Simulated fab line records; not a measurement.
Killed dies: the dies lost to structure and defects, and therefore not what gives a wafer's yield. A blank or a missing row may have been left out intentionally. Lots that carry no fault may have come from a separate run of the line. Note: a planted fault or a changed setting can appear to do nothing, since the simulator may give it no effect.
One fault seen from 2 desks | flow n5Finfet | each desk holds nothing but its own numbers, with what lay behind them at the end

## AT THE TOOL OWNER'S DESK: rieDiel-06
The tool's own readings at N5_BEOL_M8_VIA_ETCH_34 (etches SiCOH lowk in C4F6/O2, target depth 125.5 nm, time 50.5 s): means of the sampled wafers that have a number, for each lot that ran on this tool. The brackets show how far a lot's mean lies from the usual mean; more than 4 standard deviations puts the lot out of limits, marked OUT. It has 8 readings, of which 7 appear: the earliest out of limits, and the ones furthest out on some lot.
Columns: A = oes_f_703_au at N5_BEOL_M8_VIA_ETCH_34, usual 0.79 a.u.; B = oes_o_777_au at N5_BEOL_M8_VIA_ETCH_34, usual 0.79 a.u.; C = oesProductAu at N5_BEOL_M8_VIA_ETCH_34, usual 0.79 a.u.; D = rfFwdPowerW at N5_BEOL_M8_VIA_ETCH_34, usual 341.7 W; E = rfVppV at N5_BEOL_M8_VIA_ETCH_34, usual 667 V; F = showerheadPlenumPTorr at N5_BEOL_M8_VIA_ETCH_34, usual 2.82 Torr; G = throttleValvePct at N5_BEOL_M8_VIA_ETCH_34, usual 20.87 %
lot  | first seen here | A               | B    | C    | D               | E              | F    | G
L745 | day 10 08:09    | 0.82            | 0.81 | 0.81 | 340.2           | 659            | 2.89 | 20.56
L747 | day 10 13:13    | 0.80            | 0.80 | 0.79 | 340.9           | 660            | 2.85 | 20.68
L746 | day 10 18:52    | 1.09 (+4.2) OUT | 1.06 | 0.89 | 424.6 (+69) OUT | 591 (-6.3) OUT | 2.91 | 20.69
L748 | day 10 21:28    | 1.11 (+4.4) OUT | 1.08 | 0.90 | 423.6 (+68) OUT | 590 (-6.4) OUT | 2.95 | 20.57
L753 | day 12 01:59    | 1.01            | 0.98 | 0.81 | 423.7 (+68) OUT | 593 (-6.2) OUT | 2.84 | 20.71
Finding of this desk: L746, L748, L753 out of limits; the first was L746 at day 10 18:52, on oes_f_703_au at N5_BEOL_M8_VIA_ETCH_34. L745, L747: within limits.

## THE DEFECT DESK
Per lot, the means of the sampled wafers with a number show what the inspections along the route counted. The brackets show how far a lot's mean lies from the usual mean; more than 4 standard deviations puts the lot out of limits, marked OUT.
Columns: A = rawDefectCount at N5_BEOL_M8_INSPECT_13, usual 415
lot  | first seen here | A
L745 | day 10 06:57    | 665
L747 | day 10 11:56    | 311
L749 | day 10 16:22    | 415
L746 | day 10 17:16    | 359
L748 | day 10 19:40    | 430
L753 | day 11 23:55    | 436
L755 | day 12 14:30    | 481
L760 | day 13 10:00    | 466
L758 | day 13 10:22    | 397
L762 | day 14 01:33    | 383
Result from this desk: across the 10 lots, nothing is out of limits.

## BROUGHT TOGETHER
At day 10 18:52, on L746, L748, L753, the tool owner's desk was in a position to raise an alarm.
No out-of-limits result turned up at the defect desk.
The defect desk has L746, L748, L753 on record, within its limits.
Every lot named ran N5_BEOL_M8_VIA_ETCH_34 on rieDiel-06.

## WHAT WAS PUT IN BY THE SIMULATOR
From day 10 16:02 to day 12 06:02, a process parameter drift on rieDiel-06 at N5_BEOL_M8_VIA_ETCH_34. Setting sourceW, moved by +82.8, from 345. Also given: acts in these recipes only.
Shown lots that were struck: L746, L748, L753.
Each desk's first reading out of limits, in hours after the fault started: the tool owner's desk, 3.
